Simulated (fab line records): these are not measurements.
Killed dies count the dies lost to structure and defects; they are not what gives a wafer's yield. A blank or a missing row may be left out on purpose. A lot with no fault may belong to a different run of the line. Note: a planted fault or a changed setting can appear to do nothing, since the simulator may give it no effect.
What tool caused it? | flow n5Finfet | 33 wafers from 11 lots sampled at 2 of the route's 1938 steps

WHAT THE GAUGES SHOWED, per wafer
N5_BEOL_M6_THK_MEAS_01. Usual: M6_ILD_THK typically reads 155.0 nm, with standard deviation 2.
lot  | measured     | on           | M6_ILD_THK (nm)   | flag
L255 | day 8 04:41  | filmMetro-02 | 153.8 152.6 155.8 | 
L259 | day 9 00:21  | filmMetro-02 | 154.6 154.8 157.8 | 
L258 | day 9 01:41  | filmMetro-02 | 151.9 154.9 157.4 | 
L270 | day 12 02:20 | filmMetro-01 | 154.6 158.8 158.9 | 
L271 | day 12 05:31 | filmMetro-02 | 154.1 153.6 154.2 | 
L272 | day 13 02:35 | filmMetro-01 | 152.2 154.1 154.9 | 
L273 | day 13 07:08 | filmMetro-02 | 154.7 155.1 158.0 | 
L275 | day 13 10:44 | filmMetro-01 | 152.4 154.7 155.2 | 
L274 | day 13 12:03 | filmMetro-02 | 155.1 158.4 159.3 | 
L276 | day 14 03:26 | filmMetro-01 | 153.6 153.9 153.6 | 
L278 | day 14 08:00 | filmMetro-02 | 153.7 157.2 154.3 | 

EACH LOT AND THE TOOL THAT RAN IT (in order: tool; ch and the chambers of the sampled wafers; start)
lot  | N5_BEOL_M6_CURE_74
L255 | uvCure-03 ch 2, day 8 04:16
L259 | uvCure-03 ch 2, day 8 23:21
L258 | uvCure-01 ch 0, day 9 01:09
L270 | uvCure-01 ch 0, day 12 01:49
L271 | uvCure-03 ch 0, day 12 05:00
L272 | uvCure-03 ch 0, day 13 02:09
L273 | uvCure-02 ch 2, day 13 06:38
L275 | uvCure-03 ch 0, day 13 10:17
L274 | uvCure-02 ch 0, day 13 11:37
L276 | uvCure-02 ch 0, day 14 02:56
L278 | uvCure-03 ch 0, day 14 07:00
- N5_BEOL_M6_CURE_74: cures SiCOH lowk, time 240 s.

AS READ BY THE TOOLS THEMSELVES (means over the sampled wafers that have a number; for cases with no such wafer, the mark the record gives instead)
N5_BEOL_M6_CURE_74. Usual: lampPowerPct 52.30 %, standard deviation 0.06; wafer_temp_C_max 387.4, standard deviation 0.72.
lot  | tool      | lampPowerPct (%) | wafer_temp_C_max | flag
L255 | uvCure-03 | 52.38            | 387.3            | 
L259 | uvCure-03 | 52.31            | 387.2            | 
L258 | uvCure-01 | 52.27            | 388.4            | 
L270 | uvCure-01 | 52.30            | 387.6            | 
L271 | uvCure-03 | 52.32            | 388.0            | 
L272 | uvCure-03 | 52.32            | 388.3            | 
L273 | uvCure-02 | 52.30            | 386.5            | 
L275 | uvCure-03 | 52.33            | 388.3            | 
L274 | uvCure-02 | 52.30            | 386.8            | 
L276 | uvCure-02 | 52.29            | 386.6            | 
L278 | uvCure-03 | 52.33            | 387.6            | 

THE ANSWER, worked out from the rows above alone
Rule: take the mean of a lot's wafers that have a number; if it is more than 3 standard deviations from the usual mean, the lot is off. A lot without any number at a reading at which 4 lots or more have one is off too. All remaining lots with rows at the step are treated as sound. The gauges are gone through in route order, then the tools' own readings, and for those a lot's mean is taken as printed above. The first step at which some lot is off is used, and at that step the reading that is off furthest; a lot without a number counts as furthest.
No lot is off on any of the readings shown, so nothing can be concluded from this.

WHAT HAD BEEN PUT IN BY THE SIMULATOR
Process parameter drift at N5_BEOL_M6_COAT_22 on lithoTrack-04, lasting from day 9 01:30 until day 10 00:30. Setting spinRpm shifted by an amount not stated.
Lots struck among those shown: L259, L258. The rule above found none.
